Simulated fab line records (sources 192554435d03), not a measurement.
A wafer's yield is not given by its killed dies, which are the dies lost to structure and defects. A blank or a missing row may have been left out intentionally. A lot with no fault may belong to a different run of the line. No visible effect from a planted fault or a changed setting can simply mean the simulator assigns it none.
Which tool was responsible? / flow n5_finfet / 72 wafers from 24 lots sampled at 3 of the route's 1938 steps

== WHAT THE GAUGES SHOWED, per wafer ==
N5_BEOL_M9_RS_MEAS_57: measures by four-point-probe. Usual: M9_RS typically reads 0.151 ohm/sq, with standard deviation 0.0037.
lot=L074; measured=day 9 18:46; on=film_metro-01; M9_RS (ohm/sq)=0.158 0.154 0.149; flag=
lot=L075; measured=day 9 22:29; on=film_metro-01; M9_RS (ohm/sq)=0.146 0.153 0.151; flag=
lot=L076; measured=day 10 08:30; on=film_metro-02; M9_RS (ohm/sq)=0.153 0.159 0.153; flag=
lot=L077; measured=day 10 08:55; on=film_metro-02; M9_RS (ohm/sq)=0.155 0.155 0.150; flag=
lot=L078; measured=day 10 15:21; on=film_metro-02; M9_RS (ohm/sq)=0.157 0.150 0.156; flag=
lot=L079; measured=day 10 23:03; on=film_metro-02; M9_RS (ohm/sq)=0.152 0.151 0.152; flag=
lot=L080; measured=day 11 00:15; on=film_metro-02; M9_RS (ohm/sq)=0.156 0.148 0.149; flag=
lot=L082; measured=day 11 15:26; on=film_metro-02; M9_RS (ohm/sq)=0.149 0.147 0.144; flag=
lot=L081; measured=day 11 20:44; on=film_metro-02; M9_RS (ohm/sq)=0.150 0.152 0.148; flag=
lot=L083; measured=day 11 21:59; on=film_metro-02; M9_RS (ohm/sq)=0.150 0.148 0.148; flag=
lot=L084; measured=day 12 05:52; on=film_metro-02; M9_RS (ohm/sq)=0.153 0.153 0.159; flag=
lot=L086; measured=day 12 09:53; on=film_metro-02; M9_RS (ohm/sq)=0.155 0.153 0.152; flag=
lot=L085; measured=day 12 21:43; on=film_metro-01; M9_RS (ohm/sq)=0.153 0.146 0.146; flag=
lot=L087; measured=day 12 22:45; on=film_metro-01; M9_RS (ohm/sq)=0.151 0.146 0.153; flag=
lot=L089; measured=day 13 05:13; on=film_metro-02; M9_RS (ohm/sq)=0.154 0.149 0.146; flag=
lot=L088; measured=day 13 05:25; on=film_metro-01; M9_RS (ohm/sq)=0.146 0.148 0.149; flag=
lot=L090; measured=day 13 22:32; on=film_metro-02; M9_RS (ohm/sq)=0.154 0.153 0.152; flag=
lot=L091; measured=day 14 05:44; on=film_metro-02; M9_RS (ohm/sq)=0.149 0.142 0.149; flag=
lot=L092; measured=day 14 08:38; on=film_metro-02; M9_RS (ohm/sq)=0.152 0.150 0.149; flag=
lot=L093; measured=day 14 09:16; on=film_metro-01; M9_RS (ohm/sq)=0.149 0.148 0.151; flag=
lot=L094; measured=day 14 20:58; on=film_metro-02; M9_RS (ohm/sq)=0.151 0.147 0.152; flag=
lot=L095; measured=day 15 00:59; on=film_metro-01; M9_RS (ohm/sq)=0.157 0.150 0.156; flag=
lot=L097; measured=day 15 09:39; on=film_metro-02; M9_RS (ohm/sq)=0.152 0.147 0.149; flag=
lot=L096; measured=day 15 13:09; on=film_metro-01; M9_RS (ohm/sq)=0.143 0.149 0.151; flag=

== EACH LOT AND THE TOOL THAT RAN IT (in order: tool; ch and the chambers of the sampled wafers; start) ==
lot=L074; N5_BEOL_M9_DEGAS_44=pvd_sputter-03, day 9 16:27; N5_BEOL_M9_ANNEAL_51=rtp_anneal-02 ch 0, day 9 18:00
lot=L075; N5_BEOL_M9_DEGAS_44=pvd_sputter-01, day 9 20:09; N5_BEOL_M9_ANNEAL_51=rtp_anneal-02 ch 0, day 9 21:38
lot=L076; N5_BEOL_M9_DEGAS_44=pvd_sputter-03, day 10 06:46; N5_BEOL_M9_ANNEAL_51=rtp_anneal-02 ch 0, day 10 07:49
lot=L077; N5_BEOL_M9_DEGAS_44=pvd_sputter-02, day 10 07:22; N5_BEOL_M9_ANNEAL_51=rtp_anneal-02 ch 0, day 10 08:10
lot=L078; N5_BEOL_M9_DEGAS_44=pvd_sputter-01, day 10 13:39; N5_BEOL_M9_ANNEAL_51=rtp_anneal-01 ch 0, day 10 14:39
lot=L079; N5_BEOL_M9_DEGAS_44=pvd_sputter-03, day 10 20:08; N5_BEOL_M9_ANNEAL_51=rtp_anneal-01 ch 0, day 10 22:19
lot=L080; N5_BEOL_M9_DEGAS_44=pvd_sputter-01, day 10 22:36; N5_BEOL_M9_ANNEAL_51=rtp_anneal-02 ch 0, day 10 23:34
lot=L082; N5_BEOL_M9_DEGAS_44=pvd_sputter-03, day 11 13:37; N5_BEOL_M9_ANNEAL_51=rtp_anneal-02 ch 0, day 11 14:45
lot=L081; N5_BEOL_M9_DEGAS_44=pvd_sputter-02, day 11 18:22; N5_BEOL_M9_ANNEAL_51=rtp_anneal-02 ch 0, day 11 20:01
lot=L083; N5_BEOL_M9_DEGAS_44=pvd_sputter-03, day 11 20:01; N5_BEOL_M9_ANNEAL_51=rtp_anneal-01 ch 0, day 11 21:21
lot=L084; N5_BEOL_M9_DEGAS_44=pvd_sputter-01, day 12 03:43; N5_BEOL_M9_ANNEAL_51=rtp_anneal-02 ch 0, day 12 05:09
lot=L086; N5_BEOL_M9_DEGAS_44=pvd_sputter-03, day 12 07:54; N5_BEOL_M9_ANNEAL_51=rtp_anneal-02 ch 0, day 12 09:12
lot=L085; N5_BEOL_M9_DEGAS_44=pvd_sputter-01, day 12 20:04; N5_BEOL_M9_ANNEAL_51=rtp_anneal-02 ch 0, day 12 20:58
lot=L087; N5_BEOL_M9_DEGAS_44=pvd_sputter-01, day 12 20:59; N5_BEOL_M9_ANNEAL_51=rtp_anneal-02 ch 0, day 12 22:08
lot=L089; N5_BEOL_M9_DEGAS_44=pvd_sputter-03, day 13 02:35; N5_BEOL_M9_ANNEAL_51=rtp_anneal-01 ch 0, day 13 04:32
lot=L088; N5_BEOL_M9_DEGAS_44=pvd_sputter-03, day 13 02:40; N5_BEOL_M9_ANNEAL_51=rtp_anneal-02 ch 0, day 13 04:44
lot=L090; N5_BEOL_M9_DEGAS_44=pvd_sputter-01, day 13 20:38; N5_BEOL_M9_ANNEAL_51=rtp_anneal-01 ch 0, day 13 21:55
lot=L091; N5_BEOL_M9_DEGAS_44=pvd_sputter-01, day 14 04:07; N5_BEOL_M9_ANNEAL_51=rtp_anneal-02 ch 0, day 14 05:00
lot=L092; N5_BEOL_M9_DEGAS_44=pvd_sputter-01, day 14 06:52; N5_BEOL_M9_ANNEAL_51=rtp_anneal-01 ch 0, day 14 07:55
lot=L093; N5_BEOL_M9_DEGAS_44=pvd_sputter-01, day 14 07:43; N5_BEOL_M9_ANNEAL_51=rtp_anneal-01 ch 0, day 14 08:32
lot=L094; N5_BEOL_M9_DEGAS_44=pvd_sputter-01, day 14 19:14; N5_BEOL_M9_ANNEAL_51=rtp_anneal-02 ch 0, day 14 20:13
lot=L095; N5_BEOL_M9_DEGAS_44=pvd_sputter-01, day 14 23:01; N5_BEOL_M9_ANNEAL_51=rtp_anneal-01 ch 0, day 15 00:16
lot=L097; N5_BEOL_M9_DEGAS_44=pvd_sputter-03, day 15 07:11; N5_BEOL_M9_ANNEAL_51=rtp_anneal-02 ch 0, day 15 08:59
lot=L096; N5_BEOL_M9_DEGAS_44=pvd_sputter-01, day 15 09:52; N5_BEOL_M9_ANNEAL_51=rtp_anneal-01 ch 0, day 15 12:25
- N5_BEOL_M9_DEGAS_44: time 60 s.
- N5_BEOL_M9_ANNEAL_51: time 90 s.

== WHAT THE TOOLS THEMSELVES READ (means of the sampled wafers that have a number; where no wafer has one, the mark that the record gives instead) ==
N5_BEOL_M9_DEGAS_44. Usual: heater_power_w 326 W, standard deviation 35; susceptor_temp_C 249.99 C, standard deviation 0.2.
lot=L074; tool=pvd_sputter-03; heater_power_w (W)=306; susceptor_temp_C (C)=250.23; flag=
lot=L075; tool=pvd_sputter-01; heater_power_w (W)=368; susceptor_temp_C (C)=249.70; flag=
lot=L076; tool=pvd_sputter-03; heater_power_w (W)=325; susceptor_temp_C (C)=250.00; flag=
lot=L077; tool=pvd_sputter-02; heater_power_w (W)=320; susceptor_temp_C (C)=249.81; flag=
lot=L078; tool=pvd_sputter-01; heater_power_w (W)=326; susceptor_temp_C (C)=250.09; flag=
lot=L079; tool=pvd_sputter-03; heater_power_w (W)=332; susceptor_temp_C (C)=250.02; flag=
lot=L080; tool=pvd_sputter-01; heater_power_w (W)=353; susceptor_temp_C (C)=249.91; flag=
lot=L082; tool=pvd_sputter-03; heater_power_w (W)=311; susceptor_temp_C (C)=250.05; flag=
lot=L081; tool=pvd_sputter-02; heater_power_w (W)=328; susceptor_temp_C (C)=249.86; flag=
lot=L083; tool=pvd_sputter-03; heater_power_w (W)=328; susceptor_temp_C (C)=249.92; flag=
lot=L084; tool=pvd_sputter-01; heater_power_w (W)=332; susceptor_temp_C (C)=250.09; flag=
lot=L086; tool=pvd_sputter-03; heater_power_w (W)=307; susceptor_temp_C (C)=249.97; flag=
lot=L085; tool=pvd_sputter-01; heater_power_w (W)=327; susceptor_temp_C (C)=250.01; flag=
lot=L087; tool=pvd_sputter-01; heater_power_w (W)=355; susceptor_temp_C (C)=250.08; flag=
lot=L089; tool=pvd_sputter-03; heater_power_w (W)=323; susceptor_temp_C (C)=250.18; flag=
lot=L088; tool=pvd_sputter-03; heater_power_w (W)=315; susceptor_temp_C (C)=250.16; flag=
lot=L090; tool=pvd_sputter-01; heater_power_w (W)=345; susceptor_temp_C (C)=250.04; flag=
lot=L091; tool=pvd_sputter-01; heater_power_w (W)=332; susceptor_temp_C (C)=250.00; flag=
lot=L092; tool=pvd_sputter-01; heater_power_w (W)=331; susceptor_temp_C (C)=249.93; flag=
lot=L093; tool=pvd_sputter-01; heater_power_w (W)=327; susceptor_temp_C (C)=250.01; flag=
lot=L094; tool=pvd_sputter-01; heater_power_w (W)=326; susceptor_temp_C (C)=249.98; flag=
lot=L095; tool=pvd_sputter-01; heater_power_w (W)=337; susceptor_temp_C (C)=250.10; flag=
lot=L097; tool=pvd_sputter-03; heater_power_w (W)=302; susceptor_temp_C (C)=249.83; flag=
lot=L096; tool=pvd_sputter-01; heater_power_w (W)=344; susceptor_temp_C (C)=249.81; flag=

N5_BEOL_M9_ANNEAL_51. Usual: wafer_temp_C_max reads 226.1 (standard deviation 0.54).
lot=L074 tool=rtp_anneal-02 wafer_temp_C_max=225.7 flag=
lot=L075 tool=rtp_anneal-02 wafer_temp_C_max=225.8 flag=
lot=L076 tool=rtp_anneal-02 wafer_temp_C_max=225.8 flag=
lot=L077 tool=rtp_anneal-02 wafer_temp_C_max=225.7 flag=
lot=L078 tool=rtp_anneal-01 wafer_temp_C_max=226.6 flag=
lot=L079 tool=rtp_anneal-01 wafer_temp_C_max=226.8 flag=
lot=L080 tool=rtp_anneal-02 wafer_temp_C_max=225.8 flag=
lot=L082 tool=rtp_anneal-02 wafer_temp_C_max=226.0 flag=
lot=L081 tool=rtp_anneal-02 wafer_temp_C_max=225.9 flag=
lot=L083 tool=rtp_anneal-01 wafer_temp_C_max=226.5 flag=
lot=L084 tool=rtp_anneal-02 wafer_temp_C_max=225.9 flag=
lot=L086 tool=rtp_anneal-02 wafer_temp_C_max=226.1 flag=
lot=L085 tool=rtp_anneal-02 wafer_temp_C_max=225.8 flag=
lot=L087 tool=rtp_anneal-02 wafer_temp_C_max=225.6 flag=
lot=L089 tool=rtp_anneal-01 wafer_temp_C_max=226.7 flag=
lot=L088 tool=rtp_anneal-02 wafer_temp_C_max=225.9 flag=
lot=L090 tool=rtp_anneal-01 wafer_temp_C_max=227.0 flag=
lot=L091 tool=rtp_anneal-02 wafer_temp_C_max=225.4 flag=
lot=L092 tool=rtp_anneal-01 wafer_temp_C_max=227.1 flag=
lot=L093 tool=rtp_anneal-01 wafer_temp_C_max=226.5 flag=
lot=L094 tool=rtp_anneal-02 wafer_temp_C_max=226.0 flag=
lot=L095 tool=rtp_anneal-01 wafer_temp_C_max=226.4 flag=
lot=L097 tool=rtp_anneal-02 wafer_temp_C_max=225.8 flag=
lot=L096 tool=rtp_anneal-01 wafer_temp_C_max=226.9 flag=

== THE ANSWER, worked out from the rows above alone ==
Rule: a lot is off if the mean of its wafers that have a number lies more than 3 standard deviations from the usual mean. A lot without any number at a reading at which 4 lots or more have one is off too. All remaining lots with rows at the step are treated as sound. Order of review: gauges by route order, followed by the tools' own readings, for which a lot's mean as printed above is used. At the first step where some lot is off, the reading lying furthest off is the one used; lots without a number count as furthest.
Across all readings shown, no lot is off: no conclusion can be drawn from this.

== WHAT THE SIMULATOR PUT IN ==
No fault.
